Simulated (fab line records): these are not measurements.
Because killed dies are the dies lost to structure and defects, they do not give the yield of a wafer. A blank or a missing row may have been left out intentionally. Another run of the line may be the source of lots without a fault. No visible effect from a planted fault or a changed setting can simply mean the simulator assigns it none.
Matching of chambers / flow n5-finfet / N5_PMOS_HMC_CHANNEL_EPI_HM_DEP_34 on pecvd-03 has 3 sister chambers
The step deposits SiO2 from TEOS/O2, target thk 36 nm, time 6.9 s. 16 wafers are shown with their chamber, then 8 later ones without.

## WAFERS WITH THEIR CHAMBER
wafer=L076.3; chamber=0; throttle-valve-pct (%)=17.9; heater-power-w (W)=522; showerhead-plenum-p-Torr (Torr)=8.32
wafer=L076.4; chamber=1; throttle-valve-pct (%)=20.1; heater-power-w (W)=691; showerhead-plenum-p-Torr (Torr)=8.34
wafer=L076.5; chamber=0; throttle-valve-pct (%)=18.4; heater-power-w (W)=501; showerhead-plenum-p-Torr (Torr)=8.32
wafer=L077.2; chamber=1; throttle-valve-pct (%)=19.9; heater-power-w (W)=631; showerhead-plenum-p-Torr (Torr)=8.36
wafer=L077.3; chamber=1; throttle-valve-pct (%)=20.2; heater-power-w (W)=635; showerhead-plenum-p-Torr (Torr)=8.33
wafer=L077.5; chamber=1; throttle-valve-pct (%)=20.1; heater-power-w (W)=633; showerhead-plenum-p-Torr (Torr)=8.37
wafer=L079.1; chamber=0; throttle-valve-pct (%)=18.5; heater-power-w (W)=496; showerhead-plenum-p-Torr (Torr)=8.32
wafer=L079.3; chamber=0; throttle-valve-pct (%)=18.6; heater-power-w (W)=497; showerhead-plenum-p-Torr (Torr)=8.32
wafer=L079.4; chamber=1; throttle-valve-pct (%)=20.0; heater-power-w (W)=592; showerhead-plenum-p-Torr (Torr)=8.34
wafer=L080.3; chamber=2; throttle-valve-pct (%)=17.7; heater-power-w (W)=564; showerhead-plenum-p-Torr (Torr)=8.36
wafer=L080.4; chamber=1; throttle-valve-pct (%)=20.0; heater-power-w (W)=732; showerhead-plenum-p-Torr (Torr)=8.36
wafer=L080.5; chamber=2; throttle-valve-pct (%)=17.9; heater-power-w (W)=557; showerhead-plenum-p-Torr (Torr)=8.34
wafer=L084.4; chamber=0; throttle-valve-pct (%)=18.4; heater-power-w (W)=499; showerhead-plenum-p-Torr (Torr)=8.33
wafer=L084.5; chamber=2; throttle-valve-pct (%)=17.8; heater-power-w (W)=611; showerhead-plenum-p-Torr (Torr)=8.34
wafer=L084.6; chamber=1; throttle-valve-pct (%)=19.9; heater-power-w (W)=585; showerhead-plenum-p-Torr (Torr)=8.36
wafer=L085.1; chamber=2; throttle-valve-pct (%)=17.7; heater-power-w (W)=700; showerhead-plenum-p-Torr (Torr)=8.35

SIGNATURES (averages over the wafers above)
reading=throttle-valve-pct; chamber 0=18.360; chamber 1=20.029; chamber 2=17.775; scatter within a chamber=0.174
reading=heater-power-w; chamber 0=503.00; chamber 1=642.71; chamber 2=608.00; scatter within a chamber=48
reading=showerhead-plenum-p-Torr; chamber 0=8.3220; chamber 1=8.3514; chamber 2=8.3475; scatter within a chamber=0.0112
Rule: for a wafer and a chamber, the distance is found by dividing, reading by reading, the gap between the wafer's reading and the chamber's mean by the reading's scatter, squaring, summing and taking the root. The wafer belongs to the nearest chamber; if the next one is less than 2 further off, it can't be placed. The scatter is the square root of a quotient: the sum, over the shown wafers, of each reading's squared deviation from its chamber's mean, divided by wafers minus chambers.

## WAFERS MISSING THEIR CHAMBER
wafer=L085.2; throttle-valve-pct (%)=20.2; heater-power-w (W)=732; showerhead-plenum-p-Torr (Torr)=8.33
wafer=L085.6; throttle-valve-pct (%)=18.4; heater-power-w (W)=425; showerhead-plenum-p-Torr (Torr)=8.29
wafer=L089.2; throttle-valve-pct (%)=19.6; heater-power-w (W)=735; showerhead-plenum-p-Torr (Torr)=8.38
wafer=L089.4; throttle-valve-pct (%)=18.4; heater-power-w (W)=483; showerhead-plenum-p-Torr (Torr)=8.31
wafer=L089.5; throttle-valve-pct (%)=19.9; heater-power-w (W)=714; showerhead-plenum-p-Torr (Torr)=8.34
wafer=L090.1; throttle-valve-pct (%)=18.5; heater-power-w (W)=519; showerhead-plenum-p-Torr (Torr)=8.31
wafer=L090.2; throttle-valve-pct (%)=20.1; heater-power-w (W)=687; showerhead-plenum-p-Torr (Torr)=8.35
wafer=L090.4; throttle-valve-pct (%)=18.4; heater-power-w (W)=513; showerhead-plenum-p-Torr (Torr)=8.33

## EACH ONE'S CHAMBER
wafer=L085.2; from the rows above=1; in truth=1
wafer=L085.6; from the rows above=0; in truth=0
wafer=L089.2; from the rows above=1; in truth=1
wafer=L089.4; from the rows above=0; in truth=0
wafer=L089.5; from the rows above=1; in truth=1
wafer=L090.1; from the rows above=0; in truth=0
wafer=L090.2; from the rows above=1; in truth=1
wafer=L090.4; from the rows above=0; in truth=0
8 of 8 placed correctly. Number that these rows cannot place: 0. 0 placed wrongly.
